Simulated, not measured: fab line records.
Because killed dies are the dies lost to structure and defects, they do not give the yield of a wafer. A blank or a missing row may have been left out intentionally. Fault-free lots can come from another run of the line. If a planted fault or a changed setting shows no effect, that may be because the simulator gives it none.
Matching of chambers :: flow n5-finfet :: N5_FIN_SAQP_SPACER2_ETCHBACK_29 on rie-diel-05: 4 sister chambers
The step etches SiO2 in CHF3/O2, target depth 12.2 nm, time 6.1 s. 8 wafers are shown with their chamber, then 8 later ones without.

## EACH WAFER AND ITS CHAMBER
wafer: L078.6
chamber: 3
showerhead-plenum-p-Torr (Torr): 2.40
throttle-valve-pct (%): 19.43

wafer: L079.6
chamber: 2
showerhead-plenum-p-Torr (Torr): 2.22
throttle-valve-pct (%): 18.69

wafer: L080.1
chamber: 1
showerhead-plenum-p-Torr (Torr): 2.51
throttle-valve-pct (%): 18.88

wafer: L080.2
chamber: 3
showerhead-plenum-p-Torr (Torr): 2.39
throttle-valve-pct (%): 19.47

wafer: L087.1
chamber: 2
showerhead-plenum-p-Torr (Torr): 2.21
throttle-valve-pct (%): 18.72

wafer: L087.2
chamber: 0
showerhead-plenum-p-Torr (Torr): 2.49
throttle-valve-pct (%): 18.88

wafer: L087.3
chamber: 1
showerhead-plenum-p-Torr (Torr): 2.50
throttle-valve-pct (%): 18.91

wafer: L088.1
chamber: 0
showerhead-plenum-p-Torr (Torr): 2.49
throttle-valve-pct (%): 18.89

## WAFERS WHOSE CHAMBER IS MISSING
wafer: L088.2
showerhead-plenum-p-Torr (Torr): 2.21
throttle-valve-pct (%): 18.72

wafer: L088.3
showerhead-plenum-p-Torr (Torr): 2.50
throttle-valve-pct (%): 18.89

wafer: L091.3
showerhead-plenum-p-Torr (Torr): 2.49
throttle-valve-pct (%): 18.89

wafer: L091.4
showerhead-plenum-p-Torr (Torr): 2.21
throttle-valve-pct (%): 18.72

wafer: L091.6
showerhead-plenum-p-Torr (Torr): 2.50
throttle-valve-pct (%): 18.93

wafer: L096.2
showerhead-plenum-p-Torr (Torr): 2.49
throttle-valve-pct (%): 18.46

wafer: L096.3
showerhead-plenum-p-Torr (Torr): 2.38
throttle-valve-pct (%): 19.07

wafer: L096.5
showerhead-plenum-p-Torr (Torr): 2.21
throttle-valve-pct (%): 18.74

## WHICH CHAMBER EACH WENT THROUGH
wafer: L088.2
from the rows above: 2
in truth: 2

wafer: L088.3
from the rows above: can't be placed: 1 or 0
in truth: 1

wafer: L091.3
from the rows above: 0
in truth: 0

wafer: L091.4
from the rows above: 2
in truth: 2

wafer: L091.6
from the rows above: can't be placed: 1 or 0
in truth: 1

wafer: L096.2
from the rows above: can't be placed: 0 or 1
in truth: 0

wafer: L096.3
from the rows above: can't be placed: 3 or 0
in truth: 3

wafer: L096.5
from the rows above: 2
in truth: 2
Correct placement for 4 of the 8. Not placeable from these rows: 4 (in 4, the candidates include the true chamber). 0 placed wrongly.
How it was worked out, from the rows above alone: a wafer's distance from a chamber is the root of the sum, over the readings, of the square of ((its reading less the chamber's mean) divided by the reading's scatter). If the next closest chamber is less than 2 further off than the closest, the wafer can't be placed; otherwise it belongs to the closest. A chamber's mean is the mean of its shown wafers. The scatter is the square root of a quotient: the sum, over the shown wafers, of each reading's squared deviation from its chamber's mean, divided by wafers minus chambers.
